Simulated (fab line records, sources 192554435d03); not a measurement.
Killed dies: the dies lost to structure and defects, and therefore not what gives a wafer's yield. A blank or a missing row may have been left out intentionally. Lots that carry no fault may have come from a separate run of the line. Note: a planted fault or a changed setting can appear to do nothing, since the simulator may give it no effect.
Chamber matching / flow n5Finfet / N5_BEOL_M3_CMP_52 on cmp-02: 4 sister chambers
The step polishes, stops on SiOC, t overpolish 6.8 s, target thk 40 nm. 14 wafers are shown with their chamber, then 7 later ones without.

== EACH WAFER AND ITS CHAMBER ==
wafer=L075.3; chamber=3; motorCurrentA (A)=4.6; timeToEndpointS (s)=61.0; barrierFieldEndpointS (s)=24.4
wafer=L075.4; chamber=2; motorCurrentA (A)=5.8; timeToEndpointS (s)=65.0; barrierFieldEndpointS (s)=25.1
wafer=L075.5; chamber=3; motorCurrentA (A)=4.5; timeToEndpointS (s)=64.6; barrierFieldEndpointS (s)=24.2
wafer=L077.2; chamber=2; motorCurrentA (A)=5.3; timeToEndpointS (s)=66.9; barrierFieldEndpointS (s)=24.5
wafer=L077.4; chamber=1; motorCurrentA (A)=5.4; timeToEndpointS (s)=62.9; barrierFieldEndpointS (s)=25.3
wafer=L077.5; chamber=0; motorCurrentA (A)=6.4; timeToEndpointS (s)=60.8; barrierFieldEndpointS (s)=24.6
wafer=L081.1; chamber=0; motorCurrentA (A)=6.4; timeToEndpointS (s)=64.1; barrierFieldEndpointS (s)=24.5
wafer=L081.3; chamber=1; motorCurrentA (A)=5.4; timeToEndpointS (s)=63.8; barrierFieldEndpointS (s)=24.3
wafer=L081.4; chamber=2; motorCurrentA (A)=5.5; timeToEndpointS (s)=63.7; barrierFieldEndpointS (s)=24.8
wafer=L082.1; chamber=3; motorCurrentA (A)=4.5; timeToEndpointS (s)=62.8; barrierFieldEndpointS (s)=24.4
wafer=L082.4; chamber=1; motorCurrentA (A)=5.9; timeToEndpointS (s)=65.9; barrierFieldEndpointS (s)=24.7
wafer=L082.6; chamber=2; motorCurrentA (A)=5.5; timeToEndpointS (s)=64.7; barrierFieldEndpointS (s)=24.6
wafer=L084.2; chamber=0; motorCurrentA (A)=6.0; timeToEndpointS (s)=62.6; barrierFieldEndpointS (s)=24.4
wafer=L084.3; chamber=2; motorCurrentA (A)=6.2; timeToEndpointS (s)=66.6; barrierFieldEndpointS (s)=24.5

SIGNATURES, as means of the wafers listed above
reading=motorCurrentA; chamber 0=6.267; chamber 1=5.567; chamber 2=5.660; chamber 3=4.533; scatter within a chamber=0.278
reading=timeToEndpointS; chamber 0=62.500; chamber 1=64.200; chamber 2=65.380; chamber 3=62.800; scatter within a chamber=1.55
reading=barrierFieldEndpointS; chamber 0=24.500; chamber 1=24.767; chamber 2=24.700; chamber 3=24.333; scatter within a chamber=0.285
Rule: a wafer lies at a distance from a chamber equal to the root of the sum of squares, over the readings, of (its reading less the chamber's mean, divided by the reading's scatter). The wafer belongs to the nearest chamber; if the next one is less than 2 further off, it can't be placed. How the scatter is found: for the shown wafers, subtract from each reading the mean of its chamber, square and add these, divide the total by (wafers less chambers), then take the root.

== WAFERS WHOSE CHAMBER IS MISSING ==
wafer=L084.6; motorCurrentA (A)=5.7; timeToEndpointS (s)=66.6; barrierFieldEndpointS (s)=24.8
wafer=L090.3; motorCurrentA (A)=5.7; timeToEndpointS (s)=59.1; barrierFieldEndpointS (s)=24.3
wafer=L090.4; motorCurrentA (A)=5.7; timeToEndpointS (s)=63.9; barrierFieldEndpointS (s)=25.2
wafer=L090.6; motorCurrentA (A)=4.4; timeToEndpointS (s)=59.7; barrierFieldEndpointS (s)=24.8
wafer=L095.1; motorCurrentA (A)=5.8; timeToEndpointS (s)=64.3; barrierFieldEndpointS (s)=24.5
wafer=L095.4; motorCurrentA (A)=5.6; timeToEndpointS (s)=57.0; barrierFieldEndpointS (s)=24.0
wafer=L095.6; motorCurrentA (A)=4.4; timeToEndpointS (s)=62.6; barrierFieldEndpointS (s)=24.9

== CHAMBER TAKEN BY EACH ==
wafer=L084.6; from the rows above=can't be placed: 2 or 1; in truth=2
wafer=L090.3; from the rows above=can't be placed: 0 or 1 or 2 or 3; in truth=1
wafer=L090.4; from the rows above=can't be placed: 1 or 2 or 0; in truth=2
wafer=L090.6; from the rows above=3; in truth=3
wafer=L095.1; from the rows above=can't be placed: 2 or 1 or 0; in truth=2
wafer=L095.4; from the rows above=can't be placed: 0 or 1 or 3 or 2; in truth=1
wafer=L095.6; from the rows above=3; in truth=3
2 of 7 placed correctly. Unplaceable from these rows: 5, with the true chamber sitting among the candidates in 5. 0 placed wrongly.
